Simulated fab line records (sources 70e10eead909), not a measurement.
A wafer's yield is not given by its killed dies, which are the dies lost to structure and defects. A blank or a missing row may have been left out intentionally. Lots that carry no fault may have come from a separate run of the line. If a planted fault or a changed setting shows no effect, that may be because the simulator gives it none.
Code-filled problem report in 8D (eight disciplines) form / flow nand_harc / the parts of the form that need people (team, actions taken, sign-off) are left out

1. PROBLEM STATEMENT
Mean of run_length_s at NHARC_A_WL_FILL_ETCHBACK_17: 39.8 s across 2 wafers in 2 lots; on wafers with no fault it is 47.9 s (standard deviation 0.34). That is -24 standard deviations from the usual mean.
The step: etches the open film in Cl2/BCl3, target depth 4 nm, time 26.7 s.
First observed at day 24 21:00: wafer L557.6, on rie_metal-03. Wafers with a number at this step in the record: 36, from 12 lots. Rule for "out", or "out of limits": more than 4 standard deviations from the usual mean. The other wafers with a number count as sound.

2. WHAT IT IS AND WHAT IT IS NOT
question=which readings at this step | is=run_length_s | is not=drypump_motor_current_A, oes_product_au
question=which lots | is=L557, L558 | is not=L548, L549, L550, L551, L563, L565, L567, L568, L569, L571
question=which wafers of those lots | is=L557.6, L558.6 | is not=L557.3, L557.5, L558.2, L558.3
question=read on which tools | is=rie_metal-03 | is not=rie_metal-01, rie_metal-02
question=when | is=from day 24 21:00 | is not=up to then (14 sound wafers); but 20 sound wafers of L558, L563, L565, L567, L568, L569, L571 came after

3. SUSPECTS, AND WHAT RULES EACH OUT
Counting: if a tool at a process step up to the reading ran every lot that is out, it stays a suspect. Sound lots after the first of them don't rule it out here, since some wafers of a struck lot are sound.
- ald_hk-04 at NHARC_A_WL_FILL_ALD_00 (deposits Al2O3, target thk 3 nm, pulse time 3 s, ald cycles 30): kept. It ran every lot that is out, first L557 (day 24 09:01); its last sound lot up to then is L551 (day 21 14:26).
- rie_metal-03 at NHARC_A_WL_FILL_ETCHBACK_17 (etches the open film in Cl2/BCl3, target depth 4 nm, time 26.7 s): kept. It ran every lot that is out, first L557 (day 24 21:00); its last sound lot up to then is L550 (day 22 02:20). Its own run_length_s readings are out on those wafers.
What counting leaves: ald_hk-04 at NHARC_A_WL_FILL_ALD_00 and rie_metal-03 at NHARC_A_WL_FILL_ETCHBACK_17.

4. THE CAUSE (what the simulator had put in)
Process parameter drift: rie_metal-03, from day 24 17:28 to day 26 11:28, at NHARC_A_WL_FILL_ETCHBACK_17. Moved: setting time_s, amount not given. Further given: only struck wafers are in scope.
Of the 2 suspects that counting leaves, this tool is one.

5. SEQUENCE OF EFFECTS, ordered by route
One row per reading whose mean, taken over the struck wafers that have a number, lies over 3 standard deviations from the usual. Only readings for which the record gives a usual standard deviation are gone through. hours: the time from each lot's start at the first step in this table that gives one to its start at this step, as a median over the lots. sigmas: the change in usual standard deviations.
hours=0; step=NHARC_A_WL_FILL_ETCHBACK_17; reading=run_length_s; usual=47.9 s; on struck wafers=39.8; change=-8.1; sigmas=-24
Process steps it contains:
- NHARC_A_WL_FILL_ETCHBACK_17: etches the open film in Cl2/BCl3, target depth 4 nm, time 26.7 s.

6. HOW IT WOULD HAVE BEEN CAUGHT EARLIER
In this record no reading fell out of limits until day 24 21:00, 4 hours after the fault had begun at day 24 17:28.
